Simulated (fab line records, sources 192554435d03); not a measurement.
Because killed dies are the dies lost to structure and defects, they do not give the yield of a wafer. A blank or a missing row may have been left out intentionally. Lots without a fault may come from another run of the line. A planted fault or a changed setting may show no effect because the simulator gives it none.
Matching of chambers || flow n5 finfet || uv cure-03 running N5_BEOL_M8_CURE_74: 3 sister chambers
The step cures SiCOH lowk, time 240 s. 39 wafers are shown with their chamber, then 12 later ones without.

EACH WAFER AND ITS CHAMBER
{"wafer": "L074.1", "chamber": 2, "wafer_temp_C_max": 386.5, "lamp power pct (%)": 52.33}
{"wafer": "L074.2", "chamber": 2, "wafer_temp_C_max": 386.9, "lamp power pct (%)": 52.29}
{"wafer": "L074.3", "chamber": 2, "wafer_temp_C_max": 386.8, "lamp power pct (%)": 52.33}
{"wafer": "L075.1", "chamber": 1, "wafer_temp_C_max": 387.7, "lamp power pct (%)": 52.33}
{"wafer": "L075.5", "chamber": 1, "wafer_temp_C_max": 386.7, "lamp power pct (%)": 52.23}
{"wafer": "L075.6", "chamber": 1, "wafer_temp_C_max": 387.0, "lamp power pct (%)": 52.17}
{"wafer": "L077.1", "chamber": 1, "wafer_temp_C_max": 388.0, "lamp power pct (%)": 52.40}
{"wafer": "L077.5", "chamber": 1, "wafer_temp_C_max": 387.8, "lamp power pct (%)": 52.30}
{"wafer": "L077.6", "chamber": 1, "wafer_temp_C_max": 387.9, "lamp power pct (%)": 52.39}
{"wafer": "L076.1", "chamber": 0, "wafer_temp_C_max": 386.8, "lamp power pct (%)": 52.36}
{"wafer": "L076.2", "chamber": 0, "wafer_temp_C_max": 386.1, "lamp power pct (%)": 52.35}
{"wafer": "L076.3", "chamber": 0, "wafer_temp_C_max": 386.6, "lamp power pct (%)": 52.41}
{"wafer": "L076.4", "chamber": 0, "wafer_temp_C_max": 386.4, "lamp power pct (%)": 52.35}
{"wafer": "L076.5", "chamber": 0, "wafer_temp_C_max": 387.0, "lamp power pct (%)": 52.30}
{"wafer": "L076.6", "chamber": 0, "wafer_temp_C_max": 386.7, "lamp power pct (%)": 52.31}
{"wafer": "L078.3", "chamber": 0, "wafer_temp_C_max": 386.4, "lamp power pct (%)": 52.30}
{"wafer": "L078.4", "chamber": 0, "wafer_temp_C_max": 386.9, "lamp power pct (%)": 52.31}
{"wafer": "L078.6", "chamber": 0, "wafer_temp_C_max": 386.8, "lamp power pct (%)": 52.29}
{"wafer": "L081.1", "chamber": 0, "wafer_temp_C_max": 386.8, "lamp power pct (%)": 52.29}
{"wafer": "L081.4", "chamber": 0, "wafer_temp_C_max": 387.0, "lamp power pct (%)": 52.32}
{"wafer": "L081.6", "chamber": 0, "wafer_temp_C_max": 387.0, "lamp power pct (%)": 52.34}
{"wafer": "L082.1", "chamber": 2, "wafer_temp_C_max": 386.2, "lamp power pct (%)": 52.38}
{"wafer": "L082.4", "chamber": 2, "wafer_temp_C_max": 386.5, "lamp power pct (%)": 52.31}
{"wafer": "L082.5", "chamber": 2, "wafer_temp_C_max": 386.1, "lamp power pct (%)": 52.36}
{"wafer": "L084.1", "chamber": 0, "wafer_temp_C_max": 387.2, "lamp power pct (%)": 52.30}
{"wafer": "L084.4", "chamber": 0, "wafer_temp_C_max": 386.7, "lamp power pct (%)": 52.38}
{"wafer": "L084.5", "chamber": 0, "wafer_temp_C_max": 386.6, "lamp power pct (%)": 52.35}
{"wafer": "L085.1", "chamber": 1, "wafer_temp_C_max": 387.4, "lamp power pct (%)": 52.28}
{"wafer": "L085.4", "chamber": 1, "wafer_temp_C_max": 387.9, "lamp power pct (%)": 52.16}
{"wafer": "L085.6", "chamber": 1, "wafer_temp_C_max": 387.2, "lamp power pct (%)": 52.28}
{"wafer": "L086.1", "chamber": 0, "wafer_temp_C_max": 387.3, "lamp power pct (%)": 52.22}
{"wafer": "L086.4", "chamber": 0, "wafer_temp_C_max": 386.7, "lamp power pct (%)": 52.31}
{"wafer": "L086.5", "chamber": 0, "wafer_temp_C_max": 386.7, "lamp power pct (%)": 52.30}
{"wafer": "L087.3", "chamber": 0, "wafer_temp_C_max": 387.1, "lamp power pct (%)": 52.28}
{"wafer": "L087.4", "chamber": 0, "wafer_temp_C_max": 386.9, "lamp power pct (%)": 52.14}
{"wafer": "L087.6", "chamber": 0, "wafer_temp_C_max": 387.5, "lamp power pct (%)": 52.45}
{"wafer": "L088.1", "chamber": 2, "wafer_temp_C_max": 386.3, "lamp power pct (%)": 52.31}
{"wafer": "L088.2", "chamber": 2, "wafer_temp_C_max": 386.2, "lamp power pct (%)": 52.27}
{"wafer": "L088.6", "chamber": 2, "wafer_temp_C_max": 386.3, "lamp power pct (%)": 52.22}

SIGNATURES (averages over the wafers above)
{"reading": "wafer_temp_C_max", "chamber 0": 386.819, "chamber 1": 387.511, "chamber 2": 386.422, "scatter within a chamber": 0.348}
{"reading": "lamp power pct", "chamber 0": 52.3171, "chamber 1": 52.2822, "chamber 2": 52.3111, "scatter within a chamber": 0.0661}
Rule: distance of a wafer from a chamber = root of the sum over the readings of ((wafer's reading minus chamber's mean) / reading's scatter) squared. If the next closest chamber is less than 2 further off than the closest, the wafer can't be placed; otherwise it belongs to the closest. The scatter: the root of (the sum of the squares of (reading less its chamber's mean) over the shown wafers, divided by (wafers less chambers)).

WAFERS WHOSE CHAMBER IS MISSING
{"wafer": "L092.1", "wafer_temp_C_max": 387.0, "lamp power pct (%)": 52.34}
{"wafer": "L092.2", "wafer_temp_C_max": 386.4, "lamp power pct (%)": 52.26}
{"wafer": "L092.3", "wafer_temp_C_max": 386.5, "lamp power pct (%)": 52.20}
{"wafer": "L094.1", "wafer_temp_C_max": 387.7, "lamp power pct (%)": 52.34}
{"wafer": "L094.4", "wafer_temp_C_max": 387.9, "lamp power pct (%)": 52.40}
{"wafer": "L094.6", "wafer_temp_C_max": 387.4, "lamp power pct (%)": 52.33}
{"wafer": "L096.1", "wafer_temp_C_max": 387.3, "lamp power pct (%)": 52.25}
{"wafer": "L096.2", "wafer_temp_C_max": 386.7, "lamp power pct (%)": 52.25}
{"wafer": "L096.5", "wafer_temp_C_max": 385.9, "lamp power pct (%)": 52.34}
{"wafer": "L097.1", "wafer_temp_C_max": 387.2, "lamp power pct (%)": 52.29}
{"wafer": "L097.4", "wafer_temp_C_max": 386.5, "lamp power pct (%)": 52.39}
{"wafer": "L097.6", "wafer_temp_C_max": 387.6, "lamp power pct (%)": 52.35}

WHICH CHAMBER EACH ONE RAN IN
{"wafer": "L092.1", "from the rows above": "can't be placed: 0 or 1 or 2", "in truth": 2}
{"wafer": "L092.2", "from the rows above": "can't be placed: 2 or 0", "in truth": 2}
{"wafer": "L092.3", "from the rows above": "can't be placed: 2 or 0 or 1", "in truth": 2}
{"wafer": "L094.1", "from the rows above": "can't be placed: 1 or 0", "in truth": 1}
{"wafer": "L094.4", "from the rows above": "can't be placed: 1 or 0", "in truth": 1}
{"wafer": "L094.6", "from the rows above": "can't be placed: 1 or 0", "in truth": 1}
{"wafer": "L096.1", "from the rows above": "can't be placed: 1 or 0 or 2", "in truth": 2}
{"wafer": "L096.2", "from the rows above": "can't be placed: 0 or 2 or 1", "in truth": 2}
{"wafer": "L096.5", "from the rows above": "can't be placed: 2 or 0", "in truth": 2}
{"wafer": "L097.1", "from the rows above": "can't be placed: 1 or 0 or 2", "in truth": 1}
{"wafer": "L097.4", "from the rows above": "can't be placed: 2 or 0", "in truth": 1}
{"wafer": "L097.6", "from the rows above": "can't be placed: 1 or 0", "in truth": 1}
Correctly placed: 0 of 12. These rows do not allow placing 12 (true chamber among the candidates in 11). 0 placed wrongly.
